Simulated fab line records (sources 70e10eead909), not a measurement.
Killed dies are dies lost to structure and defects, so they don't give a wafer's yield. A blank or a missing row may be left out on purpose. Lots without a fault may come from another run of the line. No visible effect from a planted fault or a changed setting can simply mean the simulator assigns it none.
fab line records    flow nandHarc
record: lots: 6  wafers: 18  lastDay: 24
route steps=1159 shown A_ZERO_WELL@406 A_SOURCE_PLATE@413 END@1159
lots that met no fault: taken from a fault-free run of the same line
startH: start of the lot's first displayed wafer, in hours after the record's first day    waitH: hours since the lot's step before    " repeats the value in the row above    L1.1+2: one row covering several wafers at once    - no value, or no start was given    * or withheld: withheld    < > ~ a bound
route shown NAME@n: names a module that has steps shown in the file, with the first one's number in the route    usual: mean and standard deviation over wafers with no fault    same: alike in all rows    chamber/n: place in a boat    sites: each site's reading    _std_site: standard deviation of those values    _edge_site: outer sites' mean less inner sites'    radiusMm: for every site, how far away it sits from the centre of the wafer    mask NAME#n: copy n    behind: the tool/chamber that last shaped the wafer    hold: cause of the lot's hold/its duration in hours/its outcome    device: which transistor (n, p or np) failed to switch    end of line: the same wafers' tests at the end of the route    a step with no rows: only its recipe    killed: dies lost to structure and defects at the first sort, not the wafer's yield    map: the dies of a wafer, with x for killed, . for not killed, _ for no die there
set.NAME: the run value of the setting; set.NAME@STEP: its run value at that earlier step    model.NAME: the simulator's own value behind a step, which no gauge read
lots at some steps of the route; a table a step, a row a wafer
== steps ==
step: NHARC_A_ZERO_WELL_STRIP_14
recipe: timeS: 900  tempC: 130  chemistry: SPM
step: NHARC_A_ZERO_WELL_IMPLANT_15
recipe: energyKev: 150  doseCm2: 1e+13  tiltDeg: 7
step: NHARC_A_ZERO_WELL_PRECLEAN_22
recipe: timeS: 60  tempC: 50  bathAgeMin: 0  chemistry: SC1
step: NHARC_A_ZERO_WELL_SRD_23
step: NHARC_A_ZERO_WELL_RTA_16
recipe: tempC: 1000  timeS: 10
usual: lampPowerPct: 27.7/1.6  lamp_zone_4_pct: 27.7/1.6  lamp_zone_7_pct: 28.2/1.6  wafer_temp_C_max: 1003.9/2
lot.wafer  tool          chamber  startH  waitH  lampPowerPct  lamp_zone_4_pct  lamp_zone_7_pct  wafer_temp_C_max
L351.4     rtpAnneal-02  0        165.24  -      26.6          26.6             27.0             1003.3
L351.5     "             0        "       "      26.6          26.6             27.0             1003.9
L351.6     "             0        "       "      26.6          26.6             27.0             1003.0
L355.2     rtpAnneal-02  0        187.90  -      26.6          26.6             27.0             1001.5
L355.3     "             0        "       "      26.6          26.6             27.0             1002.2
L355.5     "             0        "       "      26.5          26.6             27.0             1002.9
L354.1     rtpAnneal-02  0        190.04  -      26.6          26.5             27.0             1001.8
L354.3     "             0        "       "      26.6          26.6             27.0             1002.5
L354.6     "             0        "       "      26.6          26.6             27.0             1002.7
L363.1     rtpAnneal-02  0        236.91  -      26.5          26.6             27.0             1002.5
L363.4     "             0        "       "      26.6          26.5             27.0             1003.0
L363.5     "             0        "       "      26.6          26.5             27.0             1003.3
L362.1     rtpAnneal-02  0        238.37  -      26.6          26.5             27.0             1002.4
L362.3     "             0        "       "      26.6          26.6             27.0             1002.4
L362.5     "             0        "       "      26.6          26.5             27.0             1002.6
L366.1     rtpAnneal-02  0        261.92  -      26.6          26.6             26.9             1002.1
L366.3     "             0        "       "      26.6          26.6             27.0             1003.0
L366.4     "             0        "       "      26.6          26.6             27.0             1001.7
step: NHARC_A_ZERO_WELL_INSPECT_17
usual: rawDefectCount: 10/5.5
lot.wafer  tool              chamber  startH  waitH  rawDefectCount
L351.4     defectInspect-01  -        165.35  0.1    13
L351.5     "                 -        "       "      7
L351.6     "                 -        "       "      18
L355.2     defectInspect-02  -        188.07  0.1    9
L355.3     "                 -        "       "      5
L355.5     "                 -        "       "      8
L354.1     defectInspect-02  -        190.24  0.2    13
L354.3     "                 -        "       "      10
L354.6     "                 -        "       "      6
L363.1     defectInspect-01  -        237.11  0.2    14
L363.4     "                 -        "       "      10
L363.5     "                 -        "       "      14
L362.1     defectInspect-01  -        238.57  0.2    3
L362.3     "                 -        "       "      12
L362.5     "                 -        "       "      8
L366.1     defectInspect-01  -        262.15  0.2    5
L366.3     "                 -        "       "      5
L366.4     "                 -        "       "      7
step: NHARC_A_SOURCE_PLATE_PRECLEAN_00
recipe: timeS: 60  chemistry: HF-LAST
step: NHARC_A_SOURCE_PLATE_SRD_01
step: NHARC_A_SOURCE_PLATE_OXIDE_02
recipe: targetThkA: 100  tempC: 900  oxTimeS: 1362  material: SiO2
step: NHARC_A_SOURCE_PLATE_THK_MEAS_09
recipe: thkMeasGauge: ellipsometry
usual: thkNm: 9.9/0.99
lot.wafer  tool          chamber  startH  waitH  thkNm
L351.4     filmMetro-01  -        174.33  0.4    9.9
L351.5     "             -        "       "      9.4
L351.6     "             -        "       "      10.1
L354.1     filmMetro-01  -        195.54  0.4    8.8
L354.3     "             -        "       "      9.6
L354.6     "             -        "       "      9.4
L355.2     filmMetro-02  -        195.54  0.4    10.6
L355.3     "             -        "       "      10.7
L355.5     "             -        "       "      11.1
L363.1     filmMetro-01  -        244.22  0.4    8.3
L363.4     "             -        "       "      9.8
L363.5     "             -        "       "      8.9
L362.1     filmMetro-02  -        244.22  0.4    11.0
L362.3     "             -        "       "      10.1
L362.5     "             -        "       "      9.5
L366.1     filmMetro-01  -        269.50  0.4    9.1
L366.3     "             -        "       "      10.9
L366.4     "             -        "       "      9.6
step: NHARC_A_SOURCE_PLATE_PVD_04
recipe: targetThkA: 500  material: WSi2
step: NHARC_A_SOURCE_PLATE_CVD_03
recipe: targetThkA: 2000  tempC: 620  pressureMtorr: 200  timeS: 4000  material: poly-Si
usual: pressureMtorr: 199.9/0.34  runLengthS: 4001.5/0.3  spikeTcBottomC: 636.6/2.1  zonePowerBottomPct: 13.9/2
lot.wafer  tool          chamber  startH  waitH  pressureMtorr  runLengthS  spikeTcBottomC  zonePowerBottomPct
L351.4     lpcvdPoly-03  0        176.90  -      199.8          4001.8      638.7           17.0
L351.5     "             0        "       "      200.0          4001.8      639.0           17.2
L351.6     "             0        "       "      200.2          4001.8      638.7           16.8
L354.1     lpcvdPoly-04  -        198.28  -      -              -           -               -
L354.3     "             -        "       "      -              -           -               -
L354.6     "             -        "       "      -              -           -               -
L355.2     lpcvdPoly-04  -        198.28  -      -              -           -               -
L355.3     "             -        "       "      -              -           -               -
L355.5     "             -        "       "      -              -           -               -
L362.1     lpcvdPoly-03  0        246.79  -      199.4          4001.6      640.1           16.8
L362.3     "             0        "       "      199.9          4001.6      638.7           16.7
L362.5     "             0        "       "      199.1          4001.6      640.0           17.1
L363.1     lpcvdPoly-03  0        246.79  -      199.9          4001.9      641.4           16.9
L363.4     "             0        "       "      199.7          4001.9      639.0           16.8
L363.5     "             0        "       "      199.8          4001.9      638.9           16.8
L366.1     lpcvdPoly-04  0        272.25  -      200.2          4001.6      633.9           11.7
L366.3     "             0        "       "      199.7          4001.6      635.9           11.8
L366.4     "             0        "       "      199.8          4001.6      633.8           11.9
step: NHARC_A_SOURCE_PLATE_ANNEAL_05
recipe: tempC: 850  timeS: 1800
step: NHARC_A_SOURCE_PLATE_THK_MEAS_06
recipe: thkMeasGauge: ellipsometry
usual: thkNm: 200.5/2.5
lot.wafer  tool          chamber  startH  waitH  thkNm
L351.4     filmMetro-02  -        187.43  0.4    203.0
L351.5     "             -        "       "      202.8
L351.6     "             -        "       "      199.8
L354.1     filmMetro-02  -        210.63  0.4    50.3
L354.3     "             -        "       "      48.6
L354.6     "             -        "       "      50.4
L355.2     filmMetro-01  -        210.64  0.4    49.8
L355.3     "             -        "       "      51.1
L355.5     "             -        "       "      49.3
L362.1     filmMetro-01  -        257.35  0.4    202.3
L362.3     "             -        "       "      204.0
L362.5     "             -        "       "      203.8
L363.1     filmMetro-02  -        257.35  0.4    198.8
L363.4     "             -        "       "      200.4
L363.5     "             -        "       "      202.4
L366.1     filmMetro-02  -        282.86  0.4    198.3
L366.3     "             -        "       "      198.6
L366.4     "             -        "       "      199.6
step: NHARC_END_SORT_01
recipe: tempC: 25
usual: killedAtArray: 27/11  killedAtOther: 0.7/0.93  killedAtPeriphery: 2.9/1.9  killedDies: 30/11  killedOpen: 3.1/1.7  killedShort: 1.9/1.3
same: grossDies: 677
lot.wafer  tool       chamber  startH  waitH  killedAtArray  killedAtOther  killedAtPeriphery  killedDies  killedOpen  killedShort
L354.1     prober-02  0        488.82  2.5    674            2              1                  677         2           1
L354.3     prober-02  0        490.43  3.1    675            0              2                  677         4           2
L354.6     prober-02  0        492.85  4.0    675            0              2                  677         3           2
L355.2     prober-01  0        490.84  2.8    675            1              1                  677         3           1
L355.3     prober-01  0        491.64  3.1    673            2              2                  677         2           2
L355.5     prober-01  0        493.24  3.7    676            0              1                  677         4           2
killed by level:class
L354.1 A_SOURCE_PLATE:areaCvd=657 A_STAIRCASE:chamberFilmFlake=6 A_CONTACT:chamberFilmFlake=4 A_CHANNEL_HOLE_D1:chamberFilmFlake=2 A_SLIT:chamberFilmFlake=2 THIN_TSV:chamberFilmFlake=2 P_CONTACT:geometricParticle:open=1 A_CHANNEL_FILL_D1:geometricParticle:short=1
L354.3 A_SOURCE_PLATE:areaCvd=652 A_STAIRCASE:chamberFilmFlake=8 A_CHANNEL_HOLE_D1:chamberFilmFlake=4 A_SLIT:chamberFilmFlake=4 A_ONON_D1:geometricParticle:short=2 A_CONTACT:chamberFilmFlake=2 P_GATE:geometricParticle:open=1 A_CHANNEL_FILL_D1:geometricParticle:open=1
L355.2 A_SOURCE_PLATE:areaCvd=644 A_CHANNEL_HOLE_D1:chamberFilmFlake=17 A_STAIRCASE:chamberFilmFlake=8 A_CONTACT:chamberFilmFlake=2 P_M0:geometricParticle:open=1 A_CHANNEL_HOLE_D1:geometricParticle:open=1 A_CONTACT:geometricParticle:open=1 A_CONTACT:geometricParticle:short=1
L355.3 A_SOURCE_PLATE:areaCvd=643 A_CHANNEL_HOLE_D1:chamberFilmFlake=15 A_STAIRCASE:chamberFilmFlake=10 A_CONTACT:chamberFilmFlake=3 THIN_TSV:chamberFilmFlake=2 P_CONTACT:geometricParticle:short=1 P_M1:geometricParticle:short=1 A_CONTACT:geometricParticle:open=1
L354.6 A_SOURCE_PLATE:areaCvd=649 A_STAIRCASE:chamberFilmFlake=7 A_CONTACT:chamberFilmFlake=7 A_SLIT:chamberFilmFlake=5 A_CHANNEL_HOLE_D1:chamberFilmFlake=3 A_CHANNEL_FILL_D1:geometricParticle:open=2 P_M2:geometricParticle:short=1 A_WL_FILL:geometricParticle:short=1
L355.5 A_SOURCE_PLATE:areaCvd=643 A_CHANNEL_HOLE_D1:chamberFilmFlake=16 A_STAIRCASE:chamberFilmFlake=9 A_CONTACT:geometricParticle:open=2 P_CONTACT:geometricParticle:open=1 A_SGD_CUT:geometricParticle:short=1 A_CONTACT:geometricParticle:short=1 A_M0:geometricParticle:open=1
map L354.1 (x killed, . not)
____________x____________
_________xxxxxxx_________
_______xxxxxxxxxxx_______
______xxxxxxxxxxxxx______
_____xxxxxxxxxxxxxxx_____
____xxxxxxxxxxxxxxxxx____
____xxxxxxxxxxxxxxxxx____
___xxxxxxxxxxxxxxxxxxx___
___xxxxxxxxxxxxxxxxxxx___
__xxxxxxxxxxxxxxxxxxxxx__
__xxxxxxxxxxxxxxxxxxxxx__
_xxxxxxxxxxxxxxxxxxxxxxx_
_xxxxxxxxxxxxxxxxxxxxxxx_
_xxxxxxxxxxxxxxxxxxxxxxx_
_xxxxxxxxxxxxxxxxxxxxxxx_
_xxxxxxxxxxxxxxxxxxxxxxx_
xxxxxxxxxxxxxxxxxxxxxxxxx
xxxxxxxxxxxxxxxxxxxxxxxxx
xxxxxxxxxxxxxxxxxxxxxxxxx
xxxxxxxxxxxxxxxxxxxxxxxxx
xxxxxxxxxxxxxxxxxxxxxxxxx
_xxxxxxxxxxxxxxxxxxxxxxx_
_xxxxxxxxxxxxxxxxxxxxxxx_
_xxxxxxxxxxxxxxxxxxxxxxx_
_xxxxxxxxxxxxxxxxxxxxxxx_
_xxxxxxxxxxxxxxxxxxxxxxx_
__xxxxxxxxxxxxxxxxxxxxx__
__xxxxxxxxxxxxxxxxxxxxx__
___xxxxxxxxxxxxxxxxxxx___
___xxxxxxxxxxxxxxxxxxx___
____xxxxxxxxxxxxxxxxx____
____xxxxxxxxxxxxxxxxx____
_____xxxxxxxxxxxxxxx_____
______xxxxxxxxxxxxx______
_______xxxxxxxxxxx_______
_________xxxxxxx_________
____________x____________
map L355.2 (x killed, . not)
____________x____________
_________xxxxxxx_________
_______xxxxxxxxxxx_______
______xxxxxxxxxxxxx______
_____xxxxxxxxxxxxxxx_____
____xxxxxxxxxxxxxxxxx____
____xxxxxxxxxxxxxxxxx____
___xxxxxxxxxxxxxxxxxxx___
___xxxxxxxxxxxxxxxxxxx___
__xxxxxxxxxxxxxxxxxxxxx__
__xxxxxxxxxxxxxxxxxxxxx__
_xxxxxxxxxxxxxxxxxxxxxxx_
_xxxxxxxxxxxxxxxxxxxxxxx_
_xxxxxxxxxxxxxxxxxxxxxxx_
_xxxxxxxxxxxxxxxxxxxxxxx_
_xxxxxxxxxxxxxxxxxxxxxxx_
xxxxxxxxxxxxxxxxxxxxxxxxx
xxxxxxxxxxxxxxxxxxxxxxxxx
xxxxxxxxxxxxxxxxxxxxxxxxx
xxxxxxxxxxxxxxxxxxxxxxxxx
xxxxxxxxxxxxxxxxxxxxxxxxx
_xxxxxxxxxxxxxxxxxxxxxxx_
_xxxxxxxxxxxxxxxxxxxxxxx_
_xxxxxxxxxxxxxxxxxxxxxxx_
_xxxxxxxxxxxxxxxxxxxxxxx_
_xxxxxxxxxxxxxxxxxxxxxxx_
__xxxxxxxxxxxxxxxxxxxxx__
__xxxxxxxxxxxxxxxxxxxxx__
___xxxxxxxxxxxxxxxxxxx___
___xxxxxxxxxxxxxxxxxxx___
____xxxxxxxxxxxxxxxxx____
____xxxxxxxxxxxxxxxxx____
_____xxxxxxxxxxxxxxx_____
______xxxxxxxxxxxxx______
_______xxxxxxxxxxx_______
_________xxxxxxx_________
____________x____________
== key ==
firstSign: step: NHARC_A_SOURCE_PLATE_CVD_03  reading: toolRecord  direction: missing
effect: step: NHARC_A_SOURCE_PLATE_THK_MEAS_06  reading: thkNm  direction: down  sigmas: 59  usual: 200.5  struck: 49.9
effect: step: NHARC_END_SORT_01  reading: killedAtArray  direction: up  sigmas: 59  usual: 27  struck: 675
moreKillsBornAt: NHARC_A_SOURCE_PLATE_CVD_03@lpcvdPoly-04: 3888
metAt NHARC_A_SOURCE_PLATE_CVD_03
struckWafers L354.1,L354.3,L354.6,L355.2,L355.3,L355.5
laterRowsLeftOut L354.1,L354.3,L354.6,L355.2,L355.3,L355.5
testerLeftOut L354,L355
fault: kind: skippedStepWhole  tool: lpcvdPoly-04  chamber: -  onsetH: 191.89  steps: NHARC_A_SOURCE_PLATE_CVD_03  scope: struckLotsOnly
testerLeftOut: of these lots the tester's yield and bins aren't shown, on N5 and GAA mostly nor the transistor test; their killed dies are dies lost to structure and defects alone, not to doping, threshold or leakage, so they don't give the yield
laterRowsLeftOut: the simulator's readings of these wafers behind a module that went badly wrong aren't trusted and aren't shown, but for the sort
